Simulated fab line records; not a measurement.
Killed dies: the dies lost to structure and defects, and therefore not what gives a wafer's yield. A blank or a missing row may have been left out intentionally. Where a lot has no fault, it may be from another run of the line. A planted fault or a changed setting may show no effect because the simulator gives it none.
Chamber matching | flow n5-finfet | 4 sister chambers for N5_DUMMY_REMOVAL_HM_STRIP_01 on rie-diel-02
The step strips SiNx in CH3F/O2, stops on poly-Si, target depth 4 nm, time 6.8 s. 8 wafers are shown with their chamber, then 7 later ones without.

WAFERS, EACH WITH ITS CHAMBER
wafer  | chamber | showerhead-plenum-p-Torr (Torr) | throttle-valve-pct (%)
L082.3 | 2       | 1.98                            | 16.29
L082.4 | 1       | 1.91                            | 16.04
L082.6 | 1       | 1.91                            | 16.02
L085.1 | 0       | 2.05                            | 16.54
L085.4 | 3       | 1.97                            | 16.53
L085.6 | 0       | 2.05                            | 16.53
L088.2 | 2       | 1.98                            | 16.31
L088.3 | 3       | 1.96                            | 16.54

WAFERS MISSING THEIR CHAMBER
wafer  | showerhead-plenum-p-Torr (Torr) | throttle-valve-pct (%)
L088.6 | 2.04                            | 16.57
L090.2 | 1.90                            | 16.06
L090.4 | 1.96                            | 16.55
L090.6 | 1.98                            | 16.31
L095.2 | 2.04                            | 16.11
L095.5 | 2.04                            | 16.10
L095.6 | 1.96                            | 16.57

EACH ONE'S CHAMBER
wafer  | from the rows above | in truth
L088.6 | 0                   | 0
L090.2 | 1                   | 1
L090.4 | 3                   | 3
L090.6 | 2                   | 2
L095.2 | 2                   | 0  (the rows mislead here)
L095.5 | 2                   | 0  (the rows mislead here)
L095.6 | 3                   | 3
5 of 7 placed correctly. Can't be placed from these rows: 0. Number placed wrongly: 2.
How it was worked out, from the rows above alone: a wafer's distance from a chamber is the root of the sum, over the readings, of the square of ((its reading less the chamber's mean) divided by the reading's scatter). The wafer belongs to the nearest chamber; if the next one is less than 2 further off, it can't be placed. A chamber's mean is the mean of its shown wafers. How the scatter is found: for the shown wafers, subtract from each reading the mean of its chamber, square and add these, divide the total by (wafers less chambers), then take the root.
